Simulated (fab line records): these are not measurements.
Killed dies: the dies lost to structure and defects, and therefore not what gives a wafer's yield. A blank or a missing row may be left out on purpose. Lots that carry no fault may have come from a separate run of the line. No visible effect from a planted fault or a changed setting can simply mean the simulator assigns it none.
fab line records	flow n5-finfet
record lots=5	wafers=15	last-day=17
route steps=1938 shown GATE_CUT@507 MOL_CONTACT_COAG@517 BEOL_M4@1111 PASSIVATION@1936
lots untouched by any fault: they come from a run of this same line in which no faults occurred
start-h: the number of hours between the record's first day and the start of the first shown wafer of the lot	wait-h: time in hours since the lot's previous step	" unchanged from the row above	L1.1+2: several wafers, shown together as one row	- either no value or no given start	* or withheld: withheld	< > ~ a bound
route shown NAME@n: NAME is a module with steps in the file, n the number in the route of the first one	usual: mean/standard deviation taken from wafers without a fault	same: alike in all rows	chamber/n: place in a boat	sites: the reading at each site	_std_site: their standard deviation	_edge_site: mean of outer sites minus mean of inner sites	radius-mm: for every site, how far away it sits from the centre of the wafer	mask NAME#n: copy n	behind: the tool/chamber that last shaped the wafer	hold: what put the lot on hold/how long, in hours/how the hold closed	device: the n, p or np transistor that did not switch	end of line: the tests these same wafers got at the end of their route	a step without rows: its recipe alone	killed: at the first sort, the dies lost to defects and structure; wafer yield is something else	map: dies across one wafer; x = killed, . = not, _ = none there
set.NAME: setting as actually run; set.NAME@STEP: the setting as run at that earlier step	model.NAME: the simulator's own value behind a step, which no gauge read
a table for each step, a row for each wafer; lots at some steps of the route
services: the hour from which a tool's chamber was out of use, counted from the record's first day as start-h (under 0 if before that day), plus the number of hours and why
## steps
# step N5_GATE_CUT_STRIP_21
# recipe chemistry=N2/H2	time-s=30	power-w=1000	temp-c=250	pressure-mtorr=withheld	n2-flow-sccm=1750	h2-flow-sccm=3250
# step N5_GATE_CUT_STRIP_29
# recipe chemistry=post-etch-residue-remover	time-s=60	temp-c=25	remover-ph=withheld	remover-water-wt-pct=withheld	remover-fluoride-wt-pct=withheld
# step N5_GATE_CUT_SRD_52
# recipe dry=ipa-marangoni	time-s=30	temp-c=23	rinse-liquid=diw
# step N5_GATE_CUT_ALD_22
# recipe material=SiNx	target-thk-a=160	temp-c=400	ald-precursor-family=SiH2I2	ald-co-reactant=N2/H2-plasma	pulse-time-s=1	ald-cycles=320	purge-time-s=2	co-reactant-purge-time-s=2	pressure-torr=2
# step N5_GATE_CUT_CMP_23
# recipe stop-on=SiO2	t-overpolish-s=23.4	post-cmp-clean=alkaline-brush	down-force-psi=2.5	platen-rpm=51.8	pad-velocity-m-s=1.0307	target-thk-nm=16
# step N5_GATE_CUT_CMP_43
# recipe material=SiO2	post-cmp-clean=rinse-only
# step N5_GATE_CUT_CMP_61
# recipe stop-on=SiNx	t-overpolish-s=3	post-cmp-clean=alkaline-brush	down-force-psi=4	platen-rpm=27.09	pad-velocity-m-s=0.539
# step N5_MOL_CONTACT_COAG_COAT_103
# recipe resist=SOC	temp-c=250	time-s=60	spin-rpm=1500	resist-thk-nm=80
# step N5_MOL_CONTACT_COAG_COAT_104
# recipe resist=SiARC	temp-c=220	time-s=60	spin-rpm=1500	resist-thk-nm=12
# step N5_MOL_CONTACT_COAG_COAT_58
# recipe resist=underlayer	temp-c=205	time-s=60	spin-rpm=1500	resist-thk-nm=10
# usual spin-speed-rpm=1500.0/0.97
lot.wafer	tool	chamber	start-h	wait-h	spin-speed-rpm
L494.1	litho-track-04	0	131.20	-	1497.7
L494.4	"	0	"	"	1499.9
L494.6	"	0	"	"	1498.8
L497.1	litho-track-04	0	142.24	-	1449.2
L497.5	"	0	"	"	1450.0
L497.6	"	0	"	"	1450.9
L498.1	litho-track-04	0	149.19	-	1449.1
L498.3	"	0	"	"	1448.6
L498.6	"	0	"	"	1451.1
L499.4	litho-track-04	0	151.78	-	1448.9
L499.5	"	0	"	"	1450.2
L499.6	"	0	"	"	1448.9
L500.1	litho-track-02	0	158.35	-	1499.9
L500.2	"	0	"	"	1500.7
L500.6	"	0	"	"	1501.1
# step N5_MOL_CONTACT_COAG_COAT_02
# recipe resist=CAR-EUV	spin-rpm=1500	resist-thk-nm=30
# step N5_MOL_CONTACT_COAG_EBR_04
# recipe solvent=PGMEA	ebr-width-mm=1.5
# step N5_MOL_CONTACT_COAG_SOFTBAKE_03
# recipe temp-c=110	time-s=60	resist=CAR-EUV
# step N5_MOL_CONTACT_COAG_EXPOSE_05
# recipe mask-id=CA	na=0.33	source-shape=annular	sigma-inner=0.4	sigma-outer=0.8	polarization=unpolarized	defocus-nm=0	dose-mj=38.25
# step N5_MOL_CONTACT_COAG_PEB_06
# recipe peb-temp-c=100	peb-time-s=60	resist=CAR-EUV
# step N5_MOL_CONTACT_COAG_DEVELOP_07
# recipe develop-time-s=30	developer=TMAH	resist=CAR-EUV	rinse-liquid=surfactant-rinse	dry=air-spin	dev-temp-c=23
# step N5_MOL_CONTACT_COAG_DESCUM_13
# recipe chemistry=O2	time-s=7	source-power-w=50	bias-power-w=20	pressure-mtorr=20	rf-frequency-hz=2.712e+07	temp-c=40	resist=CAR-EUV	o2-flow-sccm=225
# step N5_MOL_CONTACT_COAG_ETCH_59
# recipe chemistry=N2/H2	target=underlayer	target-depth-a=130	mask-material=CAR-EUV	time-s=10.4	ion-energy-ev=200	pressure-mtorr=30	source-w=840	bias-w=150	n2-flow-sccm=200	h2-flow-sccm=200	ends=cleared
# usual drypump-motor-current-A=5.6/0.57	etch-rf-on-time-s=10.6/0.32	oes-product-au=0.67/0.07	rf-vpp-V=524.1/1.9	showerhead-plenum-p-Torr=2.55/0.071	throttle-valve-pct=17.64/0.2
lot.wafer	tool	chamber	start-h	wait-h	drypump-motor-current-A	etch-rf-on-time-s	oes-product-au	rf-hours-counter-h	rf-vpp-V	showerhead-plenum-p-Torr	throttle-valve-pct	model.etch.depth-nm
L494.1	rie-diel-04	1	131.62	0.0	6.3	10.3	0.77	19	526.0	2.62	17.94	10.01
L494.4	"	2	"	"	4.9	11.3	0.63	-	525.1	2.56	17.44	9.979
L494.6	"	3	"	"	6.6	10.6	0.62	-	527.9	2.62	17.57	10.03
L497.1	rie-diel-05	2	142.78	0.0	5.4	10.3	0.67	125	523.9	2.54	17.42	10.16
L497.5	"	0	"	"	5.3	10.9	0.67	-	524.5	2.56	17.59	10.19
L497.6	"	1	"	"	6.4	11.1	0.74	-	523.0	2.50	17.45	10.18
L498.1	rie-diel-05	0	149.61	0.0	5.3	10.9	0.68	93	526.2	2.56	17.59	10.2
L498.3	"	3	"	"	5.3	11.0	0.81	8	524.8	2.49	17.59	10.19
L498.6	"	3	"	"	5.3	10.9	0.81	-	521.8	2.49	17.58	10.17
L499.4	rie-diel-04	1	152.27	0.0	6.4	10.4	0.77	24	523.8	2.61	17.93	10.2
L499.5	"	3	"	"	6.6	10.7	0.61	-	526.5	2.61	17.57	10.2
L499.6	"	0	"	"	5.8	10.8	0.59	-	521.7	2.49	17.59	10.2
L500.1	rie-diel-05	0	158.89	0.0	5.3	10.9	0.67	95	523.9	2.56	17.61	10.07
L500.2	"	2	"	"	5.4	10.2	0.67	130	523.0	2.54	17.42	10.03
L500.6	"	1	"	"	6.4	11.1	0.74	-	523.4	2.49	17.42	10.08
# step N5_MOL_CONTACT_COAG_ETCH_105
# recipe chemistry=CF4	target=SiARC	target-depth-a=156	mask-material=CAR-EUV	time-s=26	ion-energy-ev=80	pressure-mtorr=40	source-w=545	bias-w=36	Ar_flow_sccm=100	cf4-flow-sccm=100	ends=cleared
# step N5_BEOL_M4_RC_MEAS_101
# usual DIBL_N=37.1/2.6	DIBL_P=38/3	IOFF_N=0.18/0.052	IOFF_P=0.25/0.06	ION_N=678/15	ION_P=467/8.6	SS_N=71.7/0.73	SS_P=73.7/0.89	VT_N=249/4.3	VT_P=-248/3.8
lot.wafer	tool	chamber	start-h	wait-h	DIBL_N[mV/V]	DIBL_P[mV/V]	IOFF_N[nA/um]	IOFF_P[nA/um]	ION_N[uA/um]	ION_P[uA/um]	SS_N[mV/dec]	SS_P[mV/dec]	VT_N[mV]	VT_P[mV]
L494.1	prober-01	0	265.52	0.0	38.1	38	0.18	0.26	686	476	71.7	73.7	249	-244
L494.4	"	0	"	"	38.1	39	0.19	0.29	681	483	71.9	73.8	244	-241
L494.6	"	0	"	"	37.8	39	0.19	0.29	697	486	71.2	73.8	247	-244
L497.1	prober-01	0	283.30	0.0	37.1	36	0.14	0.20	666	460	72.2	73.3	255	-252
L497.5	"	0	"	"	43.6	45	0.32	0.39	697	470	73.7	75.6	241	-243
L497.6	"	0	"	"	37.1	38	0.17	0.23	691	476	71.6	72.9	247	-250
L499.4	prober-02	0	294.82	0.5	28.1	29	0.07	0.12	629	443	69.9	71.6	261	-260
L499.5	"	0	"	"	37.7	40	0.20	0.28	686	476	71.9	74.0	246	-247
L499.6	"	0	"	"	33.8	34	0.12	0.16	644	448	71.4	72.5	255	-254
L500.1	prober-02	0	300.21	0.0	42.1	43	0.31	0.34	700	469	73.5	74.7	243	-244
L500.2	"	0	"	"	39.0	41	0.23	0.31	687	468	72.3	74.8	241	-246
L500.6	"	0	"	"	34.3	35	0.14	0.21	663	462	70.7	72.8	251	-247
L498.1	prober-02	0	312.64	0.0	37.8	38	0.19	0.25	666	458	72.7	74.4	247	-249
L498.3	"	0	"	"	33.6	33	0.12	0.18	654	456	71.0	72.4	255	-251
L498.6	"	0	"	"	36.9	39	0.18	0.28	671	469	71.2	73.3	249	-246
# step N5_PASSIVATION_PROBE_49
# usual defect-limited-yield=91.4/1.4	killed_at_M0_to_M3=34/9.1	killed_at_M4_up=14/5.2	killed-at-contacts=12/6.4	killed-at-front-end=38/11	killed-at-other=3.7/2.8	killed-dies=102/17	killed-open=68/13	killed-short=32/7.8	sort_bin_4_leakage=0.05/0.3	sort_bin_5_function=5.1/1	sort_bin_6_memory=3.2/0.66	sort_bin_8_speed=0.1/0.92	sort-n-pass=1076/19	sort-yield-pct=91.2/1.6
# same gross-dies=1180	killed-at-back-side=0
lot.wafer	tool	chamber	start-h	wait-h	defect-limited-yield[%]	killed_at_M0_to_M3	killed_at_M4_up	killed-at-contacts	killed-at-front-end	killed-at-other	killed-dies	killed-open	killed-short	sort_bin_4_leakage[%]	sort_bin_5_function[%]	sort_bin_6_memory[%]	sort_bin_8_speed[%]	sort-n-pass	sort-yield-pct[%]
L494.1	prober-02	-	363.42	0.0	92.2	27	10	11	42	2	92	60	27	0	4.4	3.1	0	1088	92.2
L494.4	prober-02	-	363.57	0.2	92.4	44	6	8	28	4	90	59	25	0	4.5	2.9	0.1	1090	92.4
L494.6	prober-02	-	363.67	0.3	93.1	25	11	14	31	1	82	64	17	0	3.6	3.3	0	1098	93.1
L497.1	prober-02	-	394.22	0.0	90.5	29	28	7	47	1	112	58	54	0	6.0	3.0	0	1068	90.5
L497.5	prober-02	-	394.42	0.2	91.4	30	15	11	39	7	102	69	30	0.93	4.2	4.2	0	1067	90.4
L497.6	prober-02	-	394.47	0.3	91.2	33	22	8	38	3	104	78	26	0	5.1	3.5	0	1076	91.2
L499.4	prober-01	-	398.67	0.2	93.6	17	7	8	39	4	75	56	17	0	4.0	2.2	10.9	976	82.7
L499.5	prober-01	-	398.72	0.2	92.5	20	17	14	38	0	89	55	31	0	4.5	2.5	0	1091	92.5
L499.6	prober-01	-	398.77	0.3	90.9	30	15	14	48	0	107	73	31	0	5.3	3.6	0	1073	90.9
L500.1	prober-01	-	405.24	0.0	90.6	39	11	9	50	2	111	75	34	0.76	5.4	3.9	0	1060	89.8
L500.2	prober-01	-	405.29	0.1	93.1	27	12	9	34	0	82	48	32	0	3.9	2.7	0	1098	93.1
L500.6	prober-01	-	405.49	0.3	90.0	55	9	4	45	5	118	79	38	0	6.3	3.4	0	1062	90.0
L498.1	prober-02	-	419.49	0.0	91.8	42	13	10	28	4	97	67	24	0	4.7	3.0	0	1083	91.8
L498.3	prober-02	-	419.59	0.1	91.1	27	5	26	43	4	105	68	36	0	4.7	4.0	0.1	1074	91.0
L498.6	prober-02	-	419.74	0.3	93.6	21	14	8	28	5	76	53	22	0	4.0	2.1	0	1104	93.6
# killed by level:class
L494.1 DUMMY_GATE:geometric-particle:open=16 MOL_CONTACT_COAG:geometric-particle:open=10 BEOL_M0_SAQP:geometric-particle:short=9 BEOL_M4:geometric-particle:open=8 FIN_SAQP:geometric-particle:short=6 BEOL_M3:geometric-particle:open=6 STI_FIN_REVEAL:geometric-particle:open=4 BEOL_M2:geometric-particle:open=4
L494.4 BEOL_M2:geometric-particle:open=11 BEOL_M1:geometric-particle:open=9 MOL_CONTACT_COAG:geometric-particle:open=8 BEOL_M0:geometric-particle:open=8 FIN_SAQP:geometric-particle:short=7 BEOL_M0_SAQP:geometric-particle:short=7 FIN_SAQP:geometric-particle:open=4 STI_FIN_REVEAL:geometric-particle:open=4
L494.6 MOL_CONTACT_COAG:geometric-particle:open=12 BEOL_M3:geometric-particle:open=8 STI_FIN_REVEAL:geometric-particle:open=6 DUMMY_GATE:geometric-particle:open=6 BEOL_M0:geometric-particle:open=5 BEOL_M4:geometric-particle:open=5 FIN_SAQP:geometric-particle:short=3 GATE_CUT:geometric-particle:short=3
L497.1 FIN_SAQP:geometric-particle:short=21 BEOL_M4:geometric-particle:open=12 FIN_SAQP:geometric-particle:open=6 DUMMY_GATE:geometric-particle:open=6 BEOL_M1:geometric-particle:open=6 BEOL_M0_SAQP:geometric-particle:short=5 MOL_CONTACT_COAG:geometric-particle:short=4 BEOL_M0_SAQP:geometric-particle:open=4
L497.5 MOL_CONTACT_COAG:geometric-particle:open=10 BEOL_M0_SAQP:geometric-particle:short=8 FIN_SAQP:geometric-particle:open=7 FIN_SAQP:geometric-particle:short=7 DUMMY_GATE:geometric-particle:open=7 BEOL_M2:geometric-particle:open=7 BEOL_M4:geometric-particle:open=7 BEOL_M0_SAQP:geometric-particle:open=6
L497.6 FIN_SAQP:geometric-particle:open=18 BEOL_M4:geometric-particle:open=11 BEOL_M0:geometric-particle:open=7 MOL_CONTACT_COAG:geometric-particle:open=5 BEOL_M0_SAQP:geometric-particle:short=5 BEOL_M0_SAQP:geometric-particle:open=5 STI_FIN_REVEAL:geometric-particle:open=4 BEOL_M1:geometric-particle:open=4
L499.4 FIN_SAQP:geometric-particle:open=12 STI_FIN_REVEAL:geometric-particle:open=11 FIN_SAQP:geometric-particle:short=7 MOL_CONTACT_COAG:geometric-particle:open=7 BEOL_M2:geometric-particle:open=4 BEOL_M3:geometric-particle:open=4 BEOL_M5:geometric-particle:open=3 BEOL_M0_SAQP:geometric-particle:open=3
L499.5 FIN_SAQP:geometric-particle:open=14 FIN_SAQP:geometric-particle:short=12 MOL_CONTACT_COAG:geometric-particle:open=9 BEOL_M4:geometric-particle:open=7 BEOL_M0_SAQP:geometric-particle:short=6 MOL_CONTACT_COAG:geometric-particle:short=5 BEOL_M3:geometric-particle:open=5 STI_FIN_REVEAL:geometric-particle:open=3
L499.6 FIN_SAQP:geometric-particle:open=18 MOL_CONTACT_COAG:geometric-particle:open=11 BEOL_M0_SAQP:geometric-particle:open=8 BEOL_M0_SAQP:geometric-particle:short=7 STI_FIN_REVEAL:geometric-particle:open=6 BEOL_M2:geometric-particle:open=6 DUMMY_GATE:geometric-particle:open=6 BEOL_M2:geometric-particle:short=6
L500.1 FIN_SAQP:geometric-particle:open=14 FIN_SAQP:geometric-particle:short=9 MOL_CONTACT_COAG:geometric-particle:open=8 BEOL_M0_SAQP:geometric-particle:open=8 BEOL_M0_SAQP:geometric-particle:short=8 BEOL_M1:geometric-particle:open=8 BEOL_M2:geometric-particle:open=6 GATE_CUT:geometric-particle:open=5
L500.2 FIN_SAQP:geometric-particle:open=8 MOL_CONTACT_COAG:geometric-particle:open=8 BEOL_M2:geometric-particle:short=7 BEOL_M2:geometric-particle:open=6 FIN_SAQP:geometric-particle:short=5 GATE_CUT:geometric-particle:short=5 BEOL_M0_SAQP:geometric-particle:open=5 STARTING-WAFER:geometric-particle:short=4
L500.6 FIN_SAQP:geometric-particle:open=14 BEOL_M0_SAQP:geometric-particle:open=14 BEOL_M2:geometric-particle:open=12 BEOL_M0_SAQP:geometric-particle:short=8 FIN_SAQP:geometric-particle:short=7 BEOL_M1:geometric-particle:open=7 GATE_CUT:geometric-particle:open=6 DUMMY_GATE:geometric-particle:open=5
L498.1 BEOL_M3:geometric-particle:open=15 BEOL_M2:geometric-particle:open=13 MOL_CONTACT_COAG:geometric-particle:open=8 FIN_SAQP:geometric-particle:short=5 BEOL_M4:geometric-particle:open=5 FIN_SAQP:geometric-particle:open=4 BEOL_M2:geometric-particle:short=4 STI_FIN_REVEAL:geometric-particle:open=3
L498.3 MOL_CONTACT_COAG:geometric-particle:open=17 BEOL_M2:geometric-particle:open=11 STI_FIN_REVEAL:geometric-particle:open=9 MOL_CONTACT_COAG:geometric-particle:short=9 FIN_SAQP:geometric-particle:open=8 BEOL_M3:geometric-particle:open=6 FIN_SAQP:geometric-particle:short=5 FIN_CUT:geometric-particle:short=4
L498.6 STI_FIN_REVEAL:geometric-particle:open=10 BEOL_M2:geometric-particle:open=9 MOL_CONTACT_COAG:geometric-particle:open=6 STARTING-WAFER:geometric-particle:short=5 BEOL_M4:geometric-particle:open=5 BEOL_M5:geometric-particle:open=4 FIN_CUT:geometric-particle:short=3 FIN_SAQP:geometric-particle:short=3
## services
tool	chamber	start-h	hours	kind
rie-diel-04	0	130.04	8.7	repair
## key
first-sign step=N5_MOL_CONTACT_COAG_COAT_58	reading=spin-speed-rpm	direction=down	sigmas=52	usual=*	struck=*
effect none on later readings
model-effect step=N5_MOL_CONTACT_COAG_ETCH_59	value=etch.depth-nm	without=10.02	struck=10.19
met-at N5_MOL_CONTACT_COAG_COAT_58
struck-wafers L497.1,L497.5,L497.6,L498.1,L498.3,L498.6,L499.4,L499.5,L499.6
onset-between 131.20 142.24
fault kind=process-parameter-drift	tool=litho-track-04	chamber=-	onset-h=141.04	steps=N5_MOL_CONTACT_COAG_COAT_58	channel=spin-rpm	offset=*	shape=step	end-h=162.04	acts-in=*	stated=*
